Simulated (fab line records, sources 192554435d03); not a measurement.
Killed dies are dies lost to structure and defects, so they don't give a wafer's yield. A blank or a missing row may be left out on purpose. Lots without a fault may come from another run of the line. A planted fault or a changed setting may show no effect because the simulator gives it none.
Which tool did it? | flow n5_finfet | 8 lots, 24 wafers sampled, at 6 steps of a route of 1938

WHAT THE GAUGES READ, wafer by wafer
N5_MOL_CONTACT_COAG_INSPECT_42: inspects for defects (brightfield).
lot  | measured     | on                | raw_defect_count
L587 | day 5 20:43  | defect_inspect-01 | 276 186 190
L588 | day 6 00:23  | defect_inspect-02 | 169 145 151
L589 | day 6 06:23  | defect_inspect-01 | 218 189 268
L595 | day 7 20:02  | defect_inspect-01 | 206 181 91
L598 | day 8 12:33  | defect_inspect-02 | 188 168 1466
L599 | day 8 17:22  | defect_inspect-01 | 291 178 221
L602 | day 9 09:34  | defect_inspect-02 | 155 247 257
L606 | day 10 13:05 | defect_inspect-01 | 145 176 137

N5_BEOL_M4_RC_MEAS_101.
lot  | measured     | on        | DIBL_N (mV/V)  | DIBL_P (mV/V)  | IOFF_N (nA/um) | IOFF_P (nA/um) | ION_N (uA/um) | ION_P (uA/um) | SS_N (mV/dec)  | SS_P (mV/dec)  | VT_N (mV)   | VT_P (mV)
L587 | day 8 23:30  | prober-01 | 36.3 35.8 38.5 | 37.4 37.5 40.0 | 0.17 0.16 0.23 | 0.21 0.22 0.26 | 683 672 702   | 462 468 475   | 71.5 70.7 71.8 | 73.8 72.9 73.9 | 248 250 245 | -249.2 -247.8 -246.1
L588 | day 9 03:07  | prober-02 | 34.3 34.0 32.7 | 33.5 32.9 30.7 | 0.16 0.14 0.12 | 0.21 0.19 0.16 | 678 670 653   | 463 459 461   | 70.8 71.3 71.3 | 73.2 72.7 72.2 | 246 250 252 | -247.1 -249.6 -251.3
L589 | day 9 10:52  | prober-02 | 33.9 37.5 35.4 | 34.9 37.1 36.2 | 0.13 0.19 0.15 | 0.17 0.20 0.19 | 674 668 678   | 461 455 470   | 70.4 72.0 71.5 | 73.2 73.4 73.2 | 254 248 249 | -250.4 -251.0 -250.7
L595 | day 11 04:19 | prober-02 | 36.3 34.5 36.6 | 37.7 34.6 37.1 | 0.18 0.15 0.19 | 0.22 0.18 0.21 | 682 671 683   | 457 456 464   | 71.2 70.8 71.7 | 74.1 72.5 73.6 | 248 248 244 | -251.5 -252.5 -253.3
L598 | day 11 10:07 | prober-01 | 35.5 33.3 35.3 | 34.8 33.1 34.6 | 0.15 0.12 0.15 | 0.20 0.18 0.19 | 685 669 677   | 470 456 462   | 71.1 70.8 70.9 | 72.8 72.4 72.5 | 250 252 251 | -249.7 -249.3 -251.7
L599 | day 11 10:08 | prober-02 | 35.4 36.7 34.1 | 34.5 35.9 33.8 | 0.16 0.19 0.14 | 0.22 0.23 0.20 | 674 676 674   | 466 461 462   | 71.8 71.8 71.0 | 73.3 73.2 72.8 | 249 248 249 | -246.7 -249.6 -249.5
L602 | day 12 16:12 | prober-02 | 35.5 34.0 36.1 | 37.7 35.7 37.6 | 0.18 0.14 0.17 | 0.22 0.19 0.23 | 683 682 680   | 467 469 457   | 70.6 71.1 71.8 | 73.8 72.9 73.7 | 247 251 247 | -248.6 -251.5 -248.3
L606 | day 14 04:22 | prober-01 | 36.3 36.6 35.2 | 34.9 36.3 33.6 | 0.15 0.15 0.13 | 0.20 0.22 0.17 | 679 671 661   | 465 459 450   | 71.5 70.9 71.0 | 73.1 73.6 71.9 | 246 249 250 | -251.2 -251.9 -253.3

WHICH TOOL RAN EACH LOT (tool, then ch and the chambers of the sampled wafers, then the start)
lot  | N5_MOL_CONTACT_COAG_ETCH_89       | N5_MOL_CONTACT_COAG_ETCH_90       | N5_MOL_CONTACT_COAG_ETCHBACK_135   | N5_MOL_CONTACT_COAG_PRECLEAN_144
L587 | rie_diel-01 ch 1,2, day 5 19:26   | rie_diel-01 ch 1,2, day 5 19:28   | rie_diel-06 ch 2,3, day 5 19:57    | wet_bench-03 ch 3,6,7, day 5 20:16
L588 | rie_diel-05 ch 0,1,2, day 5 21:46 | rie_diel-05 ch 0,1,2, day 5 21:47 | rie_diel-06 ch 0,2,3, day 5 23:35  | wet_bench-03 ch 2,6,7, day 5 23:53
L589 | rie_diel-05 ch 1,2,3, day 6 04:46 | rie_diel-05 ch 1,2,3, day 6 04:47 | rie_diel-06 ch 0,1,2, day 6 05:29  | wet_bench-03 ch 0,1,7, day 6 05:47
L595 | rie_diel-06 ch 0,2, day 7 18:17   | rie_diel-06 ch 0,2, day 7 18:18   | rie_diel-06 ch 0,3, day 7 18:57    | wet_bench-02 ch 0,2,5, day 7 19:26
L598 | rie_diel-01 ch 1,3, day 8 11:03   | rie_diel-01 ch 1,3, day 8 11:04   | rie_diel-05 ch 0,3, day 8 11:47    | wet_bench-03 ch 1,5,6, day 8 12:05
L599 | rie_diel-06 ch 0,2,3, day 8 15:38 | rie_diel-06 ch 0,2,3, day 8 15:40 | rie_diel-06 ch 0,1, day 8 16:36    | wet_bench-02 ch 1,5,6, day 8 16:55
L602 | rie_diel-06 ch 1,3, day 9 08:20   | rie_diel-06 ch 1,3, day 9 08:22   | rie_diel-06 ch 0,3, day 9 08:44    | wet_bench-02 ch 0,1,7, day 9 09:06
L606 | rie_diel-01 ch 0,3, day 10 11:46  | rie_diel-01 ch 0,3, day 10 11:47  | rie_diel-01 ch 1,2,3, day 10 12:18 | wet_bench-02 ch 0,5,6, day 10 12:36
- N5_MOL_CONTACT_COAG_ETCH_89: etches underlayer in N2/H2, target depth 13 nm, time 10.4 s.
- N5_MOL_CONTACT_COAG_ETCH_90: etches SiARC in CF4, target depth 13 nm, time 21.7 s.
- N5_MOL_CONTACT_COAG_ETCHBACK_135: etches SiO2 in CHF3, target depth 25 nm, time 16.7 s.
- N5_MOL_CONTACT_COAG_PRECLEAN_144: cleans in alkaline clean, time 60 s.

WHAT THE TOOLS THEMSELVES READ (means of the sampled wafers that have a number; where no wafer has one, the mark that the record gives instead)
N5_MOL_CONTACT_COAG_ETCH_89.
lot  | tool        | drypump_motor_current_A (A) | etch_rf_on_time_s (s) | oes_product_au (a.u.) | rf_vpp_V (V) | showerhead_plenum_p_Torr (Torr) | throttle_valve_pct (%)
L587 | rie_diel-01 | 6.0                         | 10.16                 | 0.72                  | 524.1        | 2.57                            | 17.42
L588 | rie_diel-05 | 5.8                         | 10.39                 | 0.65                  | 523.7        | 2.54                            | 17.76
L589 | rie_diel-05 | 5.8                         | 10.63                 | 0.60                  | 525.8        | 2.58                            | 17.98
L595 | rie_diel-06 | 5.9                         | 10.23                 | 0.64                  | 522.5        | 2.50                            | 17.83
L598 | rie_diel-01 | 5.2                         | 10.69                 | 0.59                  | 523.5        | 2.53                            | 18.02
L599 | rie_diel-06 | 5.9                         | 10.39                 | 0.60                  | 520.9        | 2.45                            | 18.03
L602 | rie_diel-06 | 5.2                         | 10.55                 | 0.60                  | 519.6        | 2.43                            | 18.28
L606 | rie_diel-01 | 5.0                         | 10.52                 | 0.71                  | 522.0        | 2.47                            | 17.87

N5_MOL_CONTACT_COAG_ETCH_90.
lot  | tool        | drypump_motor_current_A (A) | etch_rf_on_time_s (s) | oes_product_au (a.u.) | rf_vpp_V (V) | showerhead_plenum_p_Torr (Torr) | throttle_valve_pct (%)
L587 | rie_diel-01 | 6.0                         | 21.2                  | 0.72                  | 184.6        | 2.17                            | 15.29
L588 | rie_diel-05 | 5.8                         | 21.8                  | 0.65                  | 182.9        | 2.14                            | 15.49
L589 | rie_diel-05 | 5.7                         | 22.1                  | 0.60                  | 184.4        | 2.17                            | 15.73
L595 | rie_diel-06 | 5.9                         | 21.4                  | 0.64                  | 184.0        | 2.11                            | 15.68
L598 | rie_diel-01 | 5.2                         | 22.3                  | 0.59                  | 183.8        | 2.11                            | 15.67
L599 | rie_diel-06 | 5.9                         | 21.9                  | 0.60                  | 183.6        | 2.07                            | 15.75
L602 | rie_diel-06 | 5.2                         | 21.8                  | 0.60                  | 182.4        | 2.04                            | 15.91
L606 | rie_diel-01 | 5.0                         | 22.0                  | 0.72                  | 183.3        | 2.08                            | 15.55

N5_MOL_CONTACT_COAG_ETCHBACK_135.
lot  | tool        | drypump_motor_current_A (A) | oes_product_au (a.u.) | rf_vpp_V (V) | showerhead_plenum_p_Torr (Torr) | throttle_valve_pct (%)
L587 | rie_diel-06 | 5.9                         | 0.69                  | 528          | 2.28                            | 18.87
L588 | rie_diel-06 | 5.9                         | 0.73                  | 526          | 2.32                            | 18.83
L589 | rie_diel-06 | 5.7                         | 0.75                  | 520          | 2.33                            | 18.87
L595 | rie_diel-06 | 5.5                         | 0.72                  | 529          | 2.31                            | 18.94
L598 | rie_diel-05 | 6.1                         | 0.83                  | 522          | 2.37                            | 18.63
L599 | rie_diel-06 | 5.1                         | 0.75                  | 518          | 2.34                            | 19.03
L602 | rie_diel-06 | 5.6                         | 0.74                  | 526          | 2.36                            | 18.91
L606 | rie_diel-01 | 5.6                         | 0.83                  | 528          | 2.37                            | 18.50

N5_MOL_CONTACT_COAG_PRECLEAN_144.
lot  | tool         | bath_guard_temp_C (C)
L587 | wet_bench-03 | 59.7
L588 | wet_bench-03 | 59.7
L589 | wet_bench-03 | 60.2
L595 | wet_bench-02 | 60.2
L598 | wet_bench-03 | 60.8
L599 | wet_bench-02 | 59.8
L602 | wet_bench-02 | 59.7
L606 | wet_bench-02 | 60.1

THE ANSWER, worked out from the rows above alone
Rule: what is usual is taken from the lots themselves. Put in order of their means at a reading, lots are off if they are a third of the lots or fewer, leave a main group of 4 or more, and stand apart from it by a gap of 3 or more times the standard deviation of the main group's means; of several such gaps the widest counts. A main group whose means are all the same, to the digits that the tables above print for the reading, isn't used. A lot without any number at a reading at which 4 lots or more have one is off too. The other lots that the step has rows for count as sound. The gauges are gone through in route order, then the tools' own readings, and for those a lot's mean is taken as printed above. The first step at which some lot is off is used, and at that step the reading that is off furthest; a lot without a number counts as furthest.
Off: L598, at N5_MOL_CONTACT_COAG_INSPECT_42 (raw_defect_count). The main group: mean 194, standard deviation 34.
A tool fits if, at a process step before that reading, it ran every lot that is off, and no sound lot after the first of them. The gauges at N5_MOL_CONTACT_COAG_INSPECT_42 aren't tried: what is off there is off at N5_MOL_CONTACT_COAG_ETCHBACK_135 too, on other tools, and a gauge's error can't cause that. Can't be told from this: 2 tools fit, rie_diel-05 at N5_MOL_CONTACT_COAG_ETCHBACK_135, wet_bench-03 at N5_MOL_CONTACT_COAG_PRECLEAN_144.

WHAT THE SIMULATOR HAD PUT IN
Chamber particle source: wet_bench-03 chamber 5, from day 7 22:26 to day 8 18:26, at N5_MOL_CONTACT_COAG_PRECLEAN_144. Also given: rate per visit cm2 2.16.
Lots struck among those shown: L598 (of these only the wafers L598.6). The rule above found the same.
